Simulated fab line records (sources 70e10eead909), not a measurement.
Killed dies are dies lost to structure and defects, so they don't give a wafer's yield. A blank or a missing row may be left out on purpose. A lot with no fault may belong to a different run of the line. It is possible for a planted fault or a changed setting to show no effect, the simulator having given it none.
Chamber matching + flow nandHarc + NHARC_A_STAIRCASE_TRIM_196 on rieDiel-04 has 4 sister chambers
The step chemistry O2, time 211.2 s. 4 wafers are shown with their chamber, then 12 later ones without.

## WAFERS WITH THEIR CHAMBER
| wafer  | chamber | drypumpMotorCurrentA (A) |
|--------|---------|--------------------------|
| L094.4 | 3       | 5.23                     |
| L094.2 | 1       | 5.78                     |
| L094.3 | 2       | 5.54                     |
| L094.5 | 0       | 6.03                     |

## WAFERS WITHOUT THEIR CHAMBER
| wafer  | drypumpMotorCurrentA (A) |
|--------|--------------------------|
| L093.2 | 5.54                     |
| L093.3 | 5.23                     |
| L093.4 | 5.78                     |
| L093.1 | 6.01                     |
| L093.5 | 5.81                     |
| L093.6 | 5.53                     |
| L095.2 | 5.79                     |
| L095.3 | 6.01                     |
| L095.6 | 6.01                     |
| L096.3 | 6.01                     |
| L096.4 | 5.80                     |
| L096.6 | 5.79                     |

## THE CHAMBER EACH PASSED THROUGH
| wafer  | from the rows above | in truth |
|--------|---------------------|----------|
| L093.2 | 2                   | 2        |
| L093.3 | 3                   | 3        |
| L093.4 | 1                   | 1        |
| L093.1 | 0                   | 0        |
| L093.5 | 1                   | 1        |
| L093.6 | 2                   | 2        |
| L095.2 | 1                   | 1        |
| L095.3 | 0                   | 0        |
| L095.6 | 0                   | 0        |
| L096.3 | 0                   | 0        |
| L096.4 | 1                   | 1        |
| L096.6 | 1                   | 1        |
Placed correctly: 12 of 12. From these rows, 0 cannot be placed. 0 placed wrongly.
How it was worked out, from the rows above alone: a wafer's distance from a chamber is the root of the sum, over the readings, of the square of ((its reading less the chamber's mean) divided by the reading's scatter). If the next closest chamber is less than 2 further off than the closest, the wafer can't be placed; otherwise it belongs to the closest. For every chamber, the mean is computed from those of its wafers that are shown. The scatter: root of mean squared gap, hidden wafer to nearest shown wafer, with one shown wafer a chamber.
